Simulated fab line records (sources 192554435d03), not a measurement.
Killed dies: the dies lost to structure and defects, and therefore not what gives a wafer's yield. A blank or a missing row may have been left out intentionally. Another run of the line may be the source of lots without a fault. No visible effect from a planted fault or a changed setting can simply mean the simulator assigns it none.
Split-lot study -- flow n5-finfet -- 7 lots, 21 wafers read, on a route of 1938 steps

THE SPLIT ITSELF
At N5_SD_EPI_P_ETCH_16 (etches SiO2 in CHF3/O2, target depth 5 nm), the setting target-depth-a was moved away from the recipe's 50 angstrom on 6 of the 21 wafers read, by -10.0% to +11.0%. All remaining wafers had this setting at the recipe value.

The reading is taken at the split's own step.

THE READING
etch.depth-nm (the simulator's own value, which no gauge read), in nm, at N5_SD_EPI_P_ETCH_16 (etches SiO2 in CHF3/O2, target depth 5 nm). The file does not state a usual value for it. Here, 15 wafers ran the recipe; their average is 5.056 nm with a standard deviation of 0.084 nm.

wafer,"tool, chamber at the split","target-depth-a as run, angstrom",against the recipe,"etch.depth-nm, nm",against lot-mates on the recipe
L074.2,"rie-diel-04, 2",50,recipe,5.071,-
L074.4,"rie-diel-04, 1",50,recipe,5.142,-
L074.6,"rie-diel-04, 0",50,recipe,5.078,-
L077.3,"rie-diel-03, 1",47.04,-5.9%,4.769,-0.325
L077.4,"rie-diel-03, 0",47.04,-5.9%,4.793,-0.301
L077.6,"rie-diel-03, 0",50,recipe,5.094,-
L078.3,"rie-diel-01, 3",50,recipe,5.207,-
L078.5,"rie-diel-01, 3",50,recipe,5.169,-
L078.6,"rie-diel-01, 2",50,recipe,4.941,-
L079.2,"rie-diel-01, 0",50,recipe,5.061,-
L079.5,"rie-diel-01, 0",50,recipe,5.1,-
L079.6,"rie-diel-01, 1",50,recipe,5.087,-
L082.2,"rie-diel-03, 0",50,recipe,5.009,-
L082.4,"rie-diel-03, 2",53.31,+6.6%,5.341,+0.335
L082.6,"rie-diel-03, 3",50,recipe,5.003,-
L094.3,"rie-diel-03, 1",50,recipe,5.039,-
L094.4,"rie-diel-03, 2",55.51,+11.0%,5.634,+0.595
L094.6,"rie-diel-03, 3",55.51,+11.0%,5.599,+0.560
L096.1,"rie-diel-04, 1",44.98,-10.0%,4.479,-0.442
L096.2,"rie-diel-04, 2",50,recipe,4.955,-
L096.6,"rie-diel-04, 2",50,recipe,4.887,-

THE FIT
A straight line over all 21 wafers: etch.depth-nm changes by +0.0509 nm for each +1% of target-depth-a; r = +0.95; the points scatter about the line by 0.078 nm.
The same after taking each lot's own level away (the mean of its wafers on the recipe; 21 wafers): +0.0504 nm for each +1%; r = +0.98; scatter 0.053 nm.
According to that fit, moving target-depth-a by its largest amount changes the reading by 0.56 nm.
From 4.9210 to 5.1057 nm: that is the span of the lots' own levels, equal to 2.2 times the standard deviation above.
The two slopes are in agreement: the lot-to-lot level therefore moves the slope only a little.
Check: for one of the wafers moved furthest among these (+11.0%), held out of the fit, the line's prediction against its lot-mates is +0.544 nm. Against them it came out at +0.595 nm.

THE FILE'S OWN FIT
etch.depth-nm changes by +0.0494 nm for each +1% of target-depth-a, r = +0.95.
